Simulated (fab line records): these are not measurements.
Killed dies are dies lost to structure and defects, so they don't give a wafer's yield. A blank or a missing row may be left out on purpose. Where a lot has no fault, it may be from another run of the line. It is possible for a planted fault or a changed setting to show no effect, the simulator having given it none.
A struck lot beside a sound one ; flow n5Finfet ; 18 out of 1938 route steps
Sound: wafers L799.1, L799.2, L799.5. Struck: wafers L800.1, L800.4, L800.5. The cause is named last.
At each step with rows: each side's tool, then ch and its chambers, then its first start. Under that, the readings that differ: sound wafers ; struck wafers ; difference of the means ; sigmas: that difference in standard deviations of wafers without a fault.
alike: readings whose means differ by less than 2 such deviations, and words and numbers that are the same on both sides. not compared: withheld readings, readings that some wafer has no value for, bounds like >300 that may hide the same value, and numbers for which the record gives no deviation and whose values overlap.
The two part at a step that has a row with sigmas, a row that says differs or no value, or rows on one side only. Numbers that have no deviation but don't overlap get no sigmas and don't part them. A reading missing from all wafers of one side parts the sides only when that side holds two or more wafers.

first, 10 steps without rows for these wafers: N5_DUMMY_GATE_UV_OZONE_45 (time 120 s); N5_SPACER0_ALD_07 (deposits SiNx, target thk 2 nm); N5_SPACER0_ALD_00 (deposits SiOCN, target thk 3.5 nm, pulse time 3 s, purge time 2 s); N5_SPACER0_ALD_08 (deposits SiNx, target thk 2 nm); N5_SD_EPI_N_COAT_32 (time 60 s, resist thk 350 nm); N5_SD_EPI_N_COAT_33 (time 60 s, resist thk 35 nm); N5_SD_EPI_N_COAT_03 (resist thk 150 nm); N5_SD_EPI_N_EBR_05; N5_SD_EPI_N_SOFTBAKE_04 (time 60 s); N5_SD_EPI_N_EXPOSE_06 (exposes mask SD N BLK, target cd 120 nm).
N5_SD_EPI_N_PEB_07: peb time 60 s.
  sound on lithoTrack-03 ch 0, day 4 06:13; struck on lithoTrack-03 ch 0, day 4 12:26
reading;sound;struck;difference;sigmas
plateTempC (C);109.98 110.21 110.12;109.34 109.21 109.14;-0.87;-6
then, 1 step without rows for these wafers: N5_SD_EPI_N_DEVELOP_08 (develop time 30 s).
N5_SD_EPI_N_CD_MEAS_09: the cd target is 120 nm.
  sound on cdSem-02 ch 0, day 4 06:17; struck on cdSem-01 ch 0, day 4 12:30
  alike: cdNm
N5_SD_EPI_N_DESCUM_14: chemistry O2, time 7.9 s.
  sound on rieDiel-01 ch 0,3, day 4 06:35; struck on rieDiel-03 ch 0,2,3, day 4 12:35
reading;sound;struck;difference;sigmas
throttleValvePct (%);20.11 20.28 20.10;20.84 20.75 20.38;+0.49;+2
model.SD_EPI_N.cdNm (nm);119.2 120 120.4;118.4 118.2 118.4;-1.5;
  alike: chamberPressureMTorr, drypumpMotorCurrentA, oesProductAu, rfFwdPowerW, rfVppV, showerheadPlenumPTorr
  not compared: rfHoursCounterH
N5_SD_EPI_N_ETCH_34: etches SiARC in CF4, target depth 45.5 nm, time 75.8 s.
  sound on rieDiel-01 ch 0,3, day 4 06:37; struck on rieDiel-03 ch 0,2,3, day 4 12:38
reading;sound;struck;difference;sigmas
model.SD_EPI_N.cdNm (nm);119 120 120.4;118 118 118.2;-2;
  alike: chamberPressureMTorr, drypumpMotorCurrentA, etchRfOnTimeS, oesProductAu, rfFwdPowerW, rfVppV, showerheadPlenumPTorr, throttleValvePct
  not compared: rfHoursCounterH
then, 1 step without rows for these wafers: N5_SD_EPI_N_ETCH_35 (etches SOC in N2/H2, overetch 108 nm, time 486 s).
-- a jump in the record: the struck wafers' starts before and after are 5 days apart (it breaks off in module SD_EPI_N and resumes in module BEOL_M4, where the first step shown is number 1111 of the route) --
N5_BEOL_M4_RC_MEAS_101:
  sound on prober-02 ch 0, day 10 00:08; struck on prober-02 ch 0, day 9 19:16
  alike: DIBL_N, DIBL_P, IOFF_N, IOFF_P, ION_N, ION_P, SS_N, SS_P, VT_N, VT_P
-- record jumps: 5 days separate the struck wafers' starts on either side; left off in module BEOL_M4, taken up again in module PASSIVATION, whose first shown step is the route's number 1936 --
N5_PASSIVATION_PROBE_49:
  the record has rows for the struck wafers here (prober-02, day 14 16:03) and none for the sound ones

== WHERE THEY PART ==
Last at N5_PASSIVATION_PROBE_49 as far as this record goes, first at N5_SD_EPI_N_PEB_07.

WHY: what had been put in by the simulator
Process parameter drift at N5_SD_EPI_N_PEB_07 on lithoTrack-03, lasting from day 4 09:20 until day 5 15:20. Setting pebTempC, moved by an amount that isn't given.
